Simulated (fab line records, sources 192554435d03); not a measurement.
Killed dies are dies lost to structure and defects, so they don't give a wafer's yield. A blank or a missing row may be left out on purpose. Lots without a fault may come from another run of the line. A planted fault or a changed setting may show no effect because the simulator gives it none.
Chamber matching | flow n5_finfet | N5_BEOL_M10_VIA_ETCH_34 on rie_diel-02: 4 sister chambers
The step etches SiCOH lowk in C4F6/O2, target depth 184.5 nm, time 69.2 s. 20 wafers are shown with their chamber, then 10 later ones without.

WAFERS WITH THEIR CHAMBER
wafer  | chamber | throttle_valve_pct (%) | showerhead_plenum_p_Torr (Torr) | drypump_motor_current_A (A)
L079.2 | 3       | 20.84                  | 2.85                            | 6.1
L079.4 | 1       | 20.72                  | 2.83                            | 6.0
L079.6 | 3       | 20.85                  | 2.85                            | 6.0
L080.1 | 2       | 21.41                  | 2.83                            | 6.0
L080.4 | 1       | 20.71                  | 2.83                            | 6.1
L080.5 | 2       | 21.40                  | 2.83                            | 5.9
L078.4 | 1       | 20.73                  | 2.83                            | 6.1
L078.5 | 3       | 20.84                  | 2.85                            | 6.1
L078.6 | 2       | 21.40                  | 2.83                            | 6.0
L084.1 | 0       | 21.00                  | 2.74                            | 5.6
L084.3 | 1       | 20.76                  | 2.82                            | 6.1
L084.6 | 0       | 21.00                  | 2.74                            | 5.6
L086.3 | 0       | 21.01                  | 2.74                            | 5.6
L086.4 | 1       | 20.76                  | 2.82                            | 6.1
L086.5 | 1       | 20.75                  | 2.82                            | 6.1
L089.2 | 0       | 21.02                  | 2.74                            | 5.6
L089.3 | 2       | 21.45                  | 2.82                            | 6.0
L089.6 | 1       | 20.78                  | 2.82                            | 6.1
L092.3 | 2       | 21.44                  | 2.82                            | 6.0
L092.4 | 1       | 20.76                  | 2.82                            | 6.1

SIGNATURES (means of the wafers above)
reading                  | chamber 0 | chamber 1 | chamber 2 | chamber 3 | scatter within a chamber
throttle_valve_pct       | 21.0075   | 20.7462   | 21.4200   | 20.8433   | 0.0202
showerhead_plenum_p_Torr | 2.7400    | 2.8237    | 2.8260    | 2.8500    | 0.00438
drypump_motor_current_A  | 5.600     | 6.087     | 5.980     | 6.067     | 0.0383
Rule: a wafer's distance from a chamber is the root of the sum, over the readings, of the square of ((its reading less the chamber's mean) divided by the reading's scatter). The wafer belongs to the nearest chamber; if the next one is less than 2 further off, it can't be placed. The scatter: the root of (the sum of the squares of (reading less its chamber's mean) over the shown wafers, divided by (wafers less chambers)).

WAFERS WITHOUT THEIR CHAMBER
wafer  | throttle_valve_pct (%) | showerhead_plenum_p_Torr (Torr) | drypump_motor_current_A (A)
L092.6 | 21.02                  | 2.73                            | 5.6
L093.1 | 21.44                  | 2.82                            | 5.9
L093.3 | 20.91                  | 2.84                            | 6.0
L093.4 | 21.01                  | 2.73                            | 5.7
L094.1 | 21.00                  | 2.73                            | 5.6
L094.5 | 21.45                  | 2.82                            | 5.9
L094.6 | 20.76                  | 2.82                            | 6.1
L096.1 | 21.01                  | 2.73                            | 5.7
L096.2 | 20.77                  | 2.81                            | 6.1
L096.3 | 21.47                  | 2.82                            | 5.9

WHICH CHAMBER EACH WENT THROUGH
wafer  | from the rows above | in truth
L092.6 | 0                   | 0
L093.1 | 2                   | 2
L093.3 | 3                   | 3
L093.4 | 0                   | 0
L094.1 | 0                   | 0
L094.5 | 2                   | 2
L094.6 | 1                   | 1
L096.1 | 0                   | 0
L096.2 | 1                   | 1
L096.3 | 2                   | 2
Placed correctly: 10 of 10. Can't be placed from these rows: 0. Placed wrongly: 0.
